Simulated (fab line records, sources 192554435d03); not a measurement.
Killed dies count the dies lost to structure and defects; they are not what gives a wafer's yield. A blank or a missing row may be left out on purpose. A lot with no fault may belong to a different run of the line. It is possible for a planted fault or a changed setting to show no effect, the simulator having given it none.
Chamber matching -- flow n5Finfet -- pecvd-02 running N5_BEOL_M6_PECVD_70: 3 sister chambers
The step deposits SiO2 from TEOS/O2, target thk 20 nm, time 22.7 s. 6 wafers are shown with their chamber, then 10 later ones without.

== WAFERS, EACH WITH ITS CHAMBER ==
wafer,chamber,throttleValvePct (%),showerheadPlenumPTorr (Torr)
L083.5,1,21.6,8.74
L089.1,1,21.7,8.72
L089.2,2,21.5,8.79
L089.3,0,23.0,8.81
L089.4,0,22.7,8.80
L089.5,2,21.7,8.84

== WAFERS WITHOUT THEIR CHAMBER ==
wafer,throttleValvePct (%),showerheadPlenumPTorr (Torr)
L089.6,21.5,8.71
L090.3,21.7,8.71
L090.5,21.3,8.80
L090.6,23.1,8.81
L091.2,21.3,8.82
L091.4,21.5,8.78
L091.5,21.7,8.73
L096.3,21.3,8.81
L096.4,21.5,8.82
L096.5,21.7,8.72

== WHICH CHAMBER EACH WENT THROUGH ==
wafer,from the rows above,in truth
L089.6,1,1
L090.3,1,1
L090.5,can't be placed: 2 or 1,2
L090.6,0,0
L091.2,2,2
L091.4,can't be placed: 2 or 1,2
L091.5,1,1
L096.3,2,2
L096.4,2,2
L096.5,1,1
8 of 10 placed correctly. Can't be placed from these rows: 2 (the true chamber is among the candidates in 2). Wrongly placed: 0.
How it was worked out, from the rows above alone: a wafer's distance from a chamber is the root of the sum, over the readings, of the square of ((its reading less the chamber's mean) divided by the reading's scatter). The wafer belongs to the nearest chamber; if the next one is less than 2 further off, it can't be placed. Each chamber's mean is taken over the wafers shown for it. The scatter is the square root of a quotient: the sum, over the shown wafers, of each reading's squared deviation from its chamber's mean, divided by wafers minus chambers.
